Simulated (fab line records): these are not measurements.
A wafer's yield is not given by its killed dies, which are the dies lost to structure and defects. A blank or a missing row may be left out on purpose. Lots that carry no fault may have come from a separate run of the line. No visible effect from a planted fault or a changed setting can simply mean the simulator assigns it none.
Which tool did it? || flow n5Finfet || Sampling: 10 lots, 30 wafers, 5 of 1938 route steps

## WHAT THE GAUGES READ, wafer by wafer
N5_BEOL_M6_CD_MEAS_11: the cd target is 38.5 nm. Usual: cdNm 38.5 nm, standard deviation 0.35.
{"lot": "L679", "measured": "day 8 17:45", "on": "cdSem-01", "cdNm (nm)": "38.1 38.5 38.6", "flag": ""}
{"lot": "L680", "measured": "day 8 18:25", "on": "cdSem-02", "cdNm (nm)": "38.4 38.4 39.0", "flag": ""}
{"lot": "L681", "measured": "day 8 23:13", "on": "cdSem-03", "cdNm (nm)": "37.9 37.7 38.2", "flag": ""}
{"lot": "L691", "measured": "day 11 14:51", "on": "cdSem-01", "cdNm (nm)": "39.3 38.2 39.0", "flag": ""}
{"lot": "L697", "measured": "day 12 13:52", "on": "cdSem-01", "cdNm (nm)": "38.4 38.9 38.6", "flag": ""}
{"lot": "L694", "measured": "day 12 15:41", "on": "cdSem-01", "cdNm (nm)": "38.0 38.0 39.1", "flag": ""}
{"lot": "L696", "measured": "day 12 16:33", "on": "cdSem-01", "cdNm (nm)": "38.4 38.6 39.0", "flag": ""}
{"lot": "L698", "measured": "day 13 11:43", "on": "cdSem-03", "cdNm (nm)": "38.5 38.5 38.0", "flag": ""}
{"lot": "L701", "measured": "day 14 04:47", "on": "cdSem-02", "cdNm (nm)": "38.5 38.3 38.1", "flag": ""}
{"lot": "L700", "measured": "day 14 13:21", "on": "cdSem-01", "cdNm (nm)": "38.6 38.4 38.5", "flag": ""}

N5_BEOL_M6_OVL_MEAS_12. Usual: for M6_OVL the level is 0.4 nm and the standard deviation is 0.77.
{"lot": "L679", "measured": "day 8 17:47", "on": "overlay-01", "M6_OVL (nm)": "-1.0 -0.6 -1.3", "flag": ""}
{"lot": "L680", "measured": "day 8 18:26", "on": "overlay-01", "M6_OVL (nm)": "-0.7 0.4 -0.4", "flag": ""}
{"lot": "L681", "measured": "day 8 23:15", "on": "overlay-02", "M6_OVL (nm)": "-0.5 -0.6 -0.5", "flag": ""}
{"lot": "L691", "measured": "day 11 14:52", "on": "overlay-02", "M6_OVL (nm)": "0.9 0.6 1.1", "flag": ""}
{"lot": "L697", "measured": "day 12 13:54", "on": "overlay-01", "M6_OVL (nm)": "1.0 0.5 0.5", "flag": ""}
{"lot": "L694", "measured": "day 12 15:43", "on": "overlay-02", "M6_OVL (nm)": "-0.3 0.2 -0.1", "flag": ""}
{"lot": "L696", "measured": "day 12 16:35", "on": "overlay-02", "M6_OVL (nm)": "0.3 1.2 -0.6", "flag": ""}
{"lot": "L698", "measured": "day 13 11:44", "on": "overlay-02", "M6_OVL (nm)": "-0.1 0.1 0.1", "flag": ""}
{"lot": "L701", "measured": "day 14 04:49", "on": "overlay-01", "M6_OVL (nm)": "0.7 1.6 -0.1", "flag": ""}
{"lot": "L700", "measured": "day 14 13:23", "on": "overlay-02", "M6_OVL (nm)": "0.3 -0.3 0.7", "flag": ""}

N5_BEOL_M6_INSPECT_30: inspects for defects (brightfield). Usual: rawDefectCount 417, standard deviation 95.
{"lot": "L679", "measured": "day 8 19:08", "on": "defectInspect-01", "rawDefectCount": "285 297 365", "flag": ""}
{"lot": "L680", "measured": "day 8 19:51", "on": "defectInspect-02", "rawDefectCount": "451 384 295", "flag": ""}
{"lot": "L681", "measured": "day 9 00:17", "on": "defectInspect-02", "rawDefectCount": "401 229 351", "flag": ""}
{"lot": "L691", "measured": "day 11 16:32", "on": "defectInspect-01", "rawDefectCount": "708 453 778", "flag": ""}
{"lot": "L697", "measured": "day 12 15:02", "on": "defectInspect-02", "rawDefectCount": "459 485 436", "flag": ""}
{"lot": "L694", "measured": "day 12 17:59", "on": "defectInspect-02", "rawDefectCount": "396 399 436", "flag": ""}
{"lot": "L696", "measured": "day 12 18:10", "on": "defectInspect-02", "rawDefectCount": "302 469 384", "flag": ""}
{"lot": "L698", "measured": "day 13 13:46", "on": "defectInspect-02", "rawDefectCount": "356 393 381", "flag": ""}
{"lot": "L701", "measured": "day 14 09:54", "on": "defectInspect-02", "rawDefectCount": "671 546 323", "flag": ""}
{"lot": "L700", "measured": "day 14 19:06", "on": "defectInspect-01", "rawDefectCount": "354 325 349", "flag": ""}

## WHAT TOOL EACH LOT RAN ON (gives the tool, then ch and the chambers of the sampled wafers, and finally the start)
{"lot": "L679", "N5_BEOL_M6_ETCH_61": "rieDiel-06 ch 0,1,3, day 8 18:13", "N5_BEOL_M6_STRIP_67": "rieDiel-06 ch 0,1,3, day 8 18:25"}
{"lot": "L680", "N5_BEOL_M6_ETCH_61": "rieDiel-04 ch 0,1,3, day 8 18:41", "N5_BEOL_M6_STRIP_67": "rieDiel-04 ch 0,1,3, day 8 18:53"}
{"lot": "L681", "N5_BEOL_M6_ETCH_61": "rieDiel-04 ch 0,2, day 8 23:28", "N5_BEOL_M6_STRIP_67": "rieDiel-04 ch 0,2, day 8 23:40"}
{"lot": "L691", "N5_BEOL_M6_ETCH_61": "rieDiel-04 ch 1,2, day 11 14:58", "N5_BEOL_M6_STRIP_67": "rieDiel-04 ch 1,2, day 11 15:10"}
{"lot": "L697", "N5_BEOL_M6_ETCH_61": "rieDiel-03 ch 0,1,3, day 12 13:59", "N5_BEOL_M6_STRIP_67": "rieDiel-03 ch 0,1,3, day 12 14:11"}
{"lot": "L694", "N5_BEOL_M6_ETCH_61": "rieDiel-03 ch 0,1,3, day 12 16:07", "N5_BEOL_M6_STRIP_67": "rieDiel-03 ch 0,1,3, day 12 16:19"}
{"lot": "L696", "N5_BEOL_M6_ETCH_61": "rieDiel-06 ch 1,2, day 12 16:40", "N5_BEOL_M6_STRIP_67": "rieDiel-06 ch 1,2, day 12 16:53"}
{"lot": "L698", "N5_BEOL_M6_ETCH_61": "rieDiel-06 ch 1,2,3, day 13 11:56", "N5_BEOL_M6_STRIP_67": "rieDiel-06 ch 1,2,3, day 13 12:08"}
{"lot": "L701", "N5_BEOL_M6_ETCH_61": "rieDiel-06 ch 0,2, day 14 04:55", "N5_BEOL_M6_STRIP_67": "rieDiel-06 ch 0,2, day 14 05:07"}
{"lot": "L700", "N5_BEOL_M6_ETCH_61": "rieDiel-06 ch 0,1,2, day 14 13:41", "N5_BEOL_M6_STRIP_67": "rieDiel-06 ch 0,1,2, day 14 13:53"}
- N5_BEOL_M6_ETCH_61: etches SiARC in CF4, target depth 45.5 nm, time 75.8 s.
- N5_BEOL_M6_STRIP_67: strips in CF4.

## WHAT THE TOOLS THEMSELVES READ (means of the sampled wafers that have a number; where no wafer has one, the mark that the record gives instead)
N5_BEOL_M6_ETCH_61. Usual: drypumpMotorCurrentA 5.5 A, standard deviation 0.36; etchRfOnTimeS 75.6 s, standard deviation 1.1; oesProductAu 0.69 a.u., standard deviation 0.066; rfVppV 184.1 V, standard deviation 1; showerheadPlenumPTorr 2.15 Torr, standard deviation 0.064; throttleValvePct 15.60 %, standard deviation 0.28.
{"lot": "L679", "tool": "rieDiel-06", "drypumpMotorCurrentA (A)": 5.8, "etchRfOnTimeS (s)": 76.5, "oesProductAu (a.u.)": 0.62, "rfVppV (V)": 184.0, "showerheadPlenumPTorr (Torr)": 2.13, "throttleValvePct (%)": 15.75, "flag": ""}
{"lot": "L680", "tool": "rieDiel-04", "drypumpMotorCurrentA (A)": 5.5, "etchRfOnTimeS (s)": 74.3, "oesProductAu (a.u.)": 0.76, "rfVppV (V)": 184.6, "showerheadPlenumPTorr (Torr)": 2.21, "throttleValvePct (%)": 15.42, "flag": ""}
{"lot": "L681", "tool": "rieDiel-04", "drypumpMotorCurrentA (A)": 5.6, "etchRfOnTimeS (s)": 75.4, "oesProductAu (a.u.)": 0.72, "rfVppV (V)": 185.8, "showerheadPlenumPTorr (Torr)": 2.20, "throttleValvePct (%)": 15.34, "flag": ""}
{"lot": "L691", "tool": "rieDiel-04", "drypumpMotorCurrentA (A)": 5.7, "etchRfOnTimeS (s)": 74.8, "oesProductAu (a.u.)": 0.75, "rfVppV (V)": 184.4, "showerheadPlenumPTorr (Torr)": 2.18, "throttleValvePct (%)": 15.35, "flag": ""}
{"lot": "L697", "tool": "rieDiel-03", "drypumpMotorCurrentA (A)": 5.4, "etchRfOnTimeS (s)": 76.3, "oesProductAu (a.u.)": 0.75, "rfVppV (V)": 183.6, "showerheadPlenumPTorr (Torr)": 2.12, "throttleValvePct (%)": 15.57, "flag": ""}
{"lot": "L694", "tool": "rieDiel-03", "drypumpMotorCurrentA (A)": 5.5, "etchRfOnTimeS (s)": 76.5, "oesProductAu (a.u.)": 0.74, "rfVppV (V)": 183.7, "showerheadPlenumPTorr (Torr)": 2.12, "throttleValvePct (%)": 15.57, "flag": ""}
{"lot": "L696", "tool": "rieDiel-06", "drypumpMotorCurrentA (A)": 5.2, "etchRfOnTimeS (s)": 76.1, "oesProductAu (a.u.)": 0.64, "rfVppV (V)": 183.5, "showerheadPlenumPTorr (Torr)": 2.06, "throttleValvePct (%)": 15.93, "flag": ""}
{"lot": "L698", "tool": "rieDiel-06", "drypumpMotorCurrentA (A)": 5.6, "etchRfOnTimeS (s)": 76.4, "oesProductAu (a.u.)": 0.62, "rfVppV (V)": 183.3, "showerheadPlenumPTorr (Torr)": 2.10, "throttleValvePct (%)": 15.91, "flag": ""}
{"lot": "L701", "tool": "rieDiel-06", "drypumpMotorCurrentA (A)": 5.2, "etchRfOnTimeS (s)": 75.9, "oesProductAu (a.u.)": 0.64, "rfVppV (V)": 182.9, "showerheadPlenumPTorr (Torr)": 2.09, "throttleValvePct (%)": 15.80, "flag": ""}
{"lot": "L700", "tool": "rieDiel-06", "drypumpMotorCurrentA (A)": 5.3, "etchRfOnTimeS (s)": 76.1, "oesProductAu (a.u.)": 0.62, "rfVppV (V)": 183.3, "showerheadPlenumPTorr (Torr)": 2.08, "throttleValvePct (%)": 15.85, "flag": ""}

N5_BEOL_M6_STRIP_67. Usual: drypumpMotorCurrentA 5.5 A, standard deviation 0.37; oesProductAu 0.81 a.u., standard deviation 0.074; rfVppV 271.1 V, standard deviation 1.6; showerheadPlenumPTorr 1.80 Torr, standard deviation 0.053; throttleValvePct 13.56 %, standard deviation 0.28.
{"lot": "L679", "tool": "rieDiel-06", "drypumpMotorCurrentA (A)": 5.7, "oesProductAu (a.u.)": 0.73, "rfVppV (V)": 271.3, "showerheadPlenumPTorr (Torr)": 1.79, "throttleValvePct (%)": 13.73, "flag": ""}
{"lot": "L680", "tool": "rieDiel-04", "drypumpMotorCurrentA (A)": 5.5, "oesProductAu (a.u.)": 0.88, "rfVppV (V)": 272.9, "showerheadPlenumPTorr (Torr)": 1.85, "throttleValvePct (%)": 13.37, "flag": ""}
{"lot": "L681", "tool": "rieDiel-04", "drypumpMotorCurrentA (A)": 5.6, "oesProductAu (a.u.)": 0.84, "rfVppV (V)": 272.0, "showerheadPlenumPTorr (Torr)": 1.84, "throttleValvePct (%)": 13.29, "flag": ""}
{"lot": "L691", "tool": "rieDiel-04", "drypumpMotorCurrentA (A)": 5.7, "oesProductAu (a.u.)": 0.87, "rfVppV (V)": 271.3, "showerheadPlenumPTorr (Torr)": 1.82, "throttleValvePct (%)": 13.28, "flag": ""}
{"lot": "L697", "tool": "rieDiel-03", "drypumpMotorCurrentA (A)": 5.4, "oesProductAu (a.u.)": 0.87, "rfVppV (V)": 270.2, "showerheadPlenumPTorr (Torr)": 1.78, "throttleValvePct (%)": 13.50, "flag": ""}
{"lot": "L694", "tool": "rieDiel-03", "drypumpMotorCurrentA (A)": 5.5, "oesProductAu (a.u.)": 0.87, "rfVppV (V)": 270.6, "showerheadPlenumPTorr (Torr)": 1.78, "throttleValvePct (%)": 13.52, "flag": ""}
{"lot": "L696", "tool": "rieDiel-06", "drypumpMotorCurrentA (A)": 5.2, "oesProductAu (a.u.)": 0.74, "rfVppV (V)": 269.5, "showerheadPlenumPTorr (Torr)": 1.73, "throttleValvePct (%)": 13.88, "flag": ""}
{"lot": "L698", "tool": "rieDiel-06", "drypumpMotorCurrentA (A)": 5.6, "oesProductAu (a.u.)": 0.73, "rfVppV (V)": 270.7, "showerheadPlenumPTorr (Torr)": 1.77, "throttleValvePct (%)": 13.88, "flag": ""}
{"lot": "L701", "tool": "rieDiel-06", "drypumpMotorCurrentA (A)": 5.2, "oesProductAu (a.u.)": 0.75, "rfVppV (V)": 268.8, "showerheadPlenumPTorr (Torr)": 1.75, "throttleValvePct (%)": 13.78, "flag": ""}
{"lot": "L700", "tool": "rieDiel-06", "drypumpMotorCurrentA (A)": 5.2, "oesProductAu (a.u.)": 0.73, "rfVppV (V)": 269.9, "showerheadPlenumPTorr (Torr)": 1.74, "throttleValvePct (%)": 13.83, "flag": ""}

## THE ANSWER, worked out from the rows above alone
Rule: take the mean of a lot's wafers that have a number; if it is more than 3 standard deviations from the usual mean, the lot is off. Also off: a lot with no number at a reading for which 4 or more lots have one. All remaining lots with rows at the step are treated as sound. First the gauges in route order, then the tools' own readings, where a lot's mean is used as printed above. The first step at which some lot is off is used, and at that step the reading that is off furthest; a lot without a number counts as furthest.
No lot is off at any reading shown: from this, nothing can be told.

## WHAT THE SIMULATOR HAD INSERTED
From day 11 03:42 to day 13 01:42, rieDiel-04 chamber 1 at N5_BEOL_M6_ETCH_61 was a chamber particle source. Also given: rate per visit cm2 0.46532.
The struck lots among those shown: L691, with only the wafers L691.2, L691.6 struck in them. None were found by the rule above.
